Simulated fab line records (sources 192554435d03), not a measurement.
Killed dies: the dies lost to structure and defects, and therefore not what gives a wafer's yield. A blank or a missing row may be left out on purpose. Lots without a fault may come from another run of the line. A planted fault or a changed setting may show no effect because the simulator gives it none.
Which tool is to blame? | flow n5 finfet | 24 lots, 72 wafers sampled, at 2 steps of a route of 1938

== WHAT THE GAUGES READ, wafer by wafer ==
N5_HKMG_FIN_OVL_MEAS_13.
lot  | measured     | on         | NWFM_OVL (nm)
L074 | day 4 02:09  | overlay-02 | -0.4 -0.9 -1.7
L075 | day 4 09:17  | overlay-02 | -1.5 -0.6 -1.0
L076 | day 4 13:49  | overlay-01 | 0.8 -0.5 -0.8
L077 | day 4 19:29  | overlay-02 | 1.1 -0.5 -0.3
L078 | day 5 06:43  | overlay-01 | -0.1 -1.1 -0.1
L079 | day 5 14:17  | overlay-02 | -0.5 -1.2 0.0
L080 | day 5 16:34  | overlay-02 | -0.3 -0.5 -0.1
L081 | day 6 01:52  | overlay-02 | 0.1 -0.5 0.4
L082 | day 6 06:32  | overlay-01 | -0.3 -1.0 -1.4
L083 | day 6 08:50  | overlay-01 | -0.8 -0.6 -1.0
L084 | day 6 18:31  | overlay-02 | 0.6 1.0 0.0
L085 | day 6 21:34  | overlay-01 | -0.5 -0.3 -0.7
L086 | day 7 06:04  | overlay-01 | -2.4 -1.6 -0.4
L087 | day 7 09:28  | overlay-01 | 0.6 -0.9 0.3
L088 | day 7 15:25  | overlay-01 | -1.3 -0.1 -1.4
L089 | day 7 21:30  | overlay-02 | 0.0 -0.6 -1.2
L090 | day 8 03:50  | overlay-01 | -1.2 0.0 -0.7
L091 | day 8 09:18  | overlay-01 | -0.2 -0.4 0.5
L092 | day 8 16:17  | overlay-01 | -1.5 -0.5 -0.4
L093 | day 8 23:32  | overlay-01 | -0.4 0.3 0.6
L094 | day 9 04:22  | overlay-02 | -0.5 -1.1 0.3
L095 | day 9 10:17  | overlay-01 | 0.8 -0.7 -1.0
L096 | day 9 17:00  | overlay-01 | -0.3 -0.5 -1.4
L097 | day 10 00:07 | overlay-01 | 0.5 0.9 0.0

== WHICH TOOL RAN EACH LOT (tool, then ch and the chambers of the sampled wafers, then the start) ==
lot  | N5_HKMG_FIN_DESCUM_53
L074 | rie diel-06 ch 0,1,2, day 3 22:58
L075 | rie diel-04 ch 1,3, day 4 05:59
L076 | rie diel-04 ch 0,1,3, day 4 10:36
L077 | rie diel-03 ch 0,1,3, day 4 16:07
L078 | rie diel-04 ch 0,3, day 5 03:31
L079 | rie diel-06 ch 1,3, day 5 10:58
L080 | rie diel-06 ch 0,2,3, day 5 13:06
L081 | rie diel-04 ch 0,1,3, day 5 22:40
L082 | rie diel-04 ch 0,3, day 6 03:13
L083 | rie diel-04 ch 2,3, day 6 05:27
L084 | rie diel-04 ch 1,2,3, day 6 15:07
L085 | rie diel-06 ch 0,2, day 6 18:14
L086 | rie diel-04 ch 0,2,3, day 7 02:37
L087 | rie diel-03 ch 0,1,3, day 7 05:58
L088 | rie diel-04 ch 1,2, day 7 11:56
L089 | rie diel-06 ch 1,2,3, day 7 18:09
L090 | rie diel-04 ch 1,2,3, day 8 00:26
L091 | rie diel-03 ch 1,2,3, day 8 05:59
L092 | rie diel-03 ch 0,1,2, day 8 12:56
L093 | rie diel-06 ch 0,1,3, day 8 20:12
L094 | rie diel-03 ch 0,1, day 9 01:10
L095 | rie diel-06 ch 2,3, day 9 06:42
L096 | rie diel-06 ch 0,2,3, day 9 13:23
L097 | rie diel-04 ch 2,3, day 9 20:56
- N5_HKMG_FIN_DESCUM_53: chemistry O2, time 7.9 s.

== AS READ BY THE TOOLS THEMSELVES (means over the sampled wafers that have a number; for cases with no such wafer, the mark the record gives instead) ==
N5_HKMG_FIN_DESCUM_53.
lot  | tool        | bias power w (W) | drypump motor current A (A) | oes product au (a.u.) | rf vpp V (V) | showerhead plenum p Torr (Torr) | throttle valve pct (%)
L074 | rie diel-06 | 20.02            | 5.1                         | 0.84                  | 242.2        | 2.01                            | 20.37
L075 | rie diel-04 | 20.03            | 5.8                         | 0.93                  | 242.6        | 2.07                            | 20.54
L076 | rie diel-04 | 19.98            | 5.7                         | 0.88                  | 242.0        | 2.05                            | 20.44
L077 | rie diel-03 | 20.00            | 6.0                         | 0.79                  | 242.7        | 2.04                            | 20.57
L078 | rie diel-04 | 19.96            | 5.6                         | 0.86                  | 242.6        | 2.05                            | 20.57
L079 | rie diel-06 | 20.07            | 5.5                         | 0.81                  | 241.7        | 2.04                            | 20.47
L080 | rie diel-06 | 19.98            | 5.8                         | 0.78                  | 241.8        | 2.03                            | 20.57
L081 | rie diel-04 | 19.99            | 5.7                         | 0.85                  | 242.4        | 2.04                            | 20.47
L082 | rie diel-04 | 20.02            | 5.6                         | 0.86                  | 243.1        | 2.05                            | 20.59
L083 | rie diel-04 | 20.00            | 5.7                         | 0.83                  | 242.5        | 2.06                            | 20.64
L084 | rie diel-04 | 19.93            | 5.9                         | 0.83                  | 242.8        | 2.06                            | 20.52
L085 | rie diel-06 | 20.00            | 5.2                         | 0.81                  | 242.2        | 2.01                            | 20.42
L086 | rie diel-04 | 20.02            | 5.7                         | 0.78                  | 241.7        | 2.04                            | 20.53
L087 | rie diel-03 | 19.98            | 6.0                         | 0.85                  | 243.8        | 2.12                            | 20.44
L088 | rie diel-04 | 20.01            | 6.0                         | 0.82                  | 242.7        | 2.06                            | 20.40
L089 | rie diel-06 | 20.04            | 5.6                         | 0.84                  | 242.1        | 2.02                            | 20.48
L090 | rie diel-04 | 19.98            | 5.9                         | 0.81                  | 242.0        | 2.06                            | 20.53
L091 | rie diel-03 | 20.02            | 5.9                         | 0.84                  | 243.3        | 2.08                            | 20.27
L092 | rie diel-03 | 19.97            | 5.5                         | 0.83                  | 242.7        | 2.06                            | 20.46
L093 | rie diel-06 | 19.97            | 5.6                         | 0.87                  | 242.6        | 2.04                            | 20.42
L094 | rie diel-03 | 20.02            | 6.1                         | 0.75                  | 242.6        | 2.03                            | 20.65
L095 | rie diel-06 | 19.99            | 6.2                         | 0.86                  | 241.8        | 2.04                            | 20.55
L096 | rie diel-06 | 20.02            | 5.8                         | 0.82                  | 242.1        | 2.02                            | 20.50
L097 | rie diel-04 | 20.01            | 5.7                         | 0.79                  | 241.7        | 2.05                            | 20.69

== THE ANSWER, worked out from the rows above alone ==
Rule: what is usual is taken from the lots themselves. Put in order of their means at a reading, lots are off if they are a third of the lots or fewer, leave a main group of 4 or more, and stand apart from it by a gap of 3 or more times the standard deviation of the main group's means; of several such gaps the widest counts. The tables above print the reading to a certain number of digits; a main group whose means all agree to those digits is not used. Also off: a lot with no number at a reading for which 4 or more lots have one. The other lots that the step has rows for count as sound. First the gauges in route order, then the tools' own readings, where a lot's mean is used as printed above. The first step at which some lot is off is used, and at that step the reading that is off furthest; a lot without a number counts as furthest.
None of the lots is off at any reading shown; this tells nothing.

== WHAT THE SIMULATOR PUT IN ==
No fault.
